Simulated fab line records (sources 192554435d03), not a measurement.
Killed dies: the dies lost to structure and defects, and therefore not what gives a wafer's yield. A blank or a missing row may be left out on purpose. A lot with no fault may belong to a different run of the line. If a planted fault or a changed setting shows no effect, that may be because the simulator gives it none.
Chamber matching ; flow n5-finfet ; 3 sister chambers for N5_BEOL_M4_DEP_57 on pecvd-01
The step deposits SiCN from 3MS/NH3, target thk 8 nm, time 14 s. 3 wafers are shown with their chamber, then 10 later ones without.

WAFERS, EACH WITH ITS CHAMBER
wafer;chamber;throttle-valve-pct (%)
L089.1;1;9.2
L088.1;0;9.6
L088.5;2;9.2

WAFERS MISSING THEIR CHAMBER
wafer;throttle-valve-pct (%)
L088.6;9.7
L090.1;9.4
L090.3;9.7
L090.5;9.6
L093.2;9.1
L093.3;9.7
L093.4;8.8
L092.1;8.7
L092.2;9.7
L092.4;8.7

WHICH CHAMBER EACH WENT THROUGH
wafer;from the rows above;in truth
L088.6;can't be placed: 0 or 1 or 2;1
L090.1;can't be placed: 0 or 1 or 2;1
L090.3;can't be placed: 0 or 1 or 2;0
L090.5;can't be placed: 0 or 1 or 2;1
L093.2;can't be placed: 1 or 2 or 0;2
L093.3;can't be placed: 0 or 1 or 2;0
L093.4;can't be placed: 1 or 2 or 0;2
L092.1;can't be placed: 1 or 2 or 0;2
L092.2;can't be placed: 0 or 1 or 2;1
L092.4;can't be placed: 1 or 2 or 0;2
Placed correctly: 0 of 10. From these rows, 10 cannot be placed; in 10 the true chamber is one of the candidates. Placed wrongly: 0.
How it was worked out, from the rows above alone: a wafer's distance from a chamber is the root of the sum, over the readings, of the square of ((its reading less the chamber's mean) divided by the reading's scatter). If the next closest chamber is less than 2 further off than the closest, the wafer can't be placed; otherwise it belongs to the closest. For every chamber, the mean is computed from those of its wafers that are shown. The scatter (one wafer shown for each chamber): square how far every hidden wafer sits from the nearest shown wafer, average those squares and take the square root.
